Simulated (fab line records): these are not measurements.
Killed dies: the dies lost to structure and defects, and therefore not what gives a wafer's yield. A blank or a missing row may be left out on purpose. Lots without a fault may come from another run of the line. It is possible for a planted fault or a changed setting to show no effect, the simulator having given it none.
Matching of chambers -- flow n5 finfet -- cvd co-02 running N5_BEOL_M4_CO_CAP_55: 3 sister chambers
The step material Co, precursor CCTBA/H2, target thk 2 nm, time 102.1 s. 22 wafers are shown with their chamber, then 11 later ones without.

EACH WAFER AND ITS CHAMBER
wafer,chamber,heater power w (W),susceptor temp C (C)
L074.4,2,210,200.02
L074.5,0,270,200.07
L074.6,1,247,200.28
L076.2,0,270,200.15
L076.3,1,256,200.05
L076.5,2,212,199.95
L078.2,2,210,200.09
L078.5,2,212,200.14
L078.6,0,277,199.79
L079.3,2,214,199.70
L079.4,0,266,199.93
L079.5,2,207,199.81
L080.2,0,275,200.04
L080.5,2,216,199.94
L080.6,0,267,200.06
L085.1,2,207,199.90
L085.2,0,271,199.99
L085.6,1,256,200.09
L084.2,0,267,199.82
L084.4,2,214,200.18
L084.6,0,276,199.99
L088.2,2,208,200.14

SIGNATURES (averages over the wafers above)
reading,chamber 0,chamber 1,chamber 2,scatter within a chamber
heater power w,271.00,253.00,211.00,3.83
susceptor temp C,199.9822,200.1400,199.9870,0.138
Rule: distance of a wafer from a chamber = root of the sum over the readings of ((wafer's reading minus chamber's mean) / reading's scatter) squared. If the next closest chamber is less than 2 further off than the closest, the wafer can't be placed; otherwise it belongs to the closest. The scatter: take each reading less its chamber's mean, square it, sum over the shown wafers, divide by the number of wafers less the number of chambers, and take the root.

WAFERS WITH NO CHAMBER GIVEN
wafer,heater power w (W),susceptor temp C (C)
L088.4,257,199.63
L088.5,215,200.04
L090.3,213,199.85
L090.4,215,199.93
L090.5,271,199.77
L094.1,256,199.90
L094.5,249,200.28
L094.6,273,199.85
L096.1,275,199.89
L096.2,255,199.74
L096.4,269,200.01

WHICH CHAMBER EACH ONE RAN IN
wafer,from the rows above,in truth
L088.4,can't be placed: 1 or 0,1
L088.5,2,2
L090.3,2,2
L090.4,2,2
L090.5,0,0
L094.1,1,1
L094.5,1,1
L094.6,0,0
L096.1,0,0
L096.2,can't be placed: 1 or 0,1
L096.4,0,0
Correct placement for 9 of the 11. Can't be placed from these rows: 2 (the true chamber is among the candidates in 2). Wrongly placed: 0.
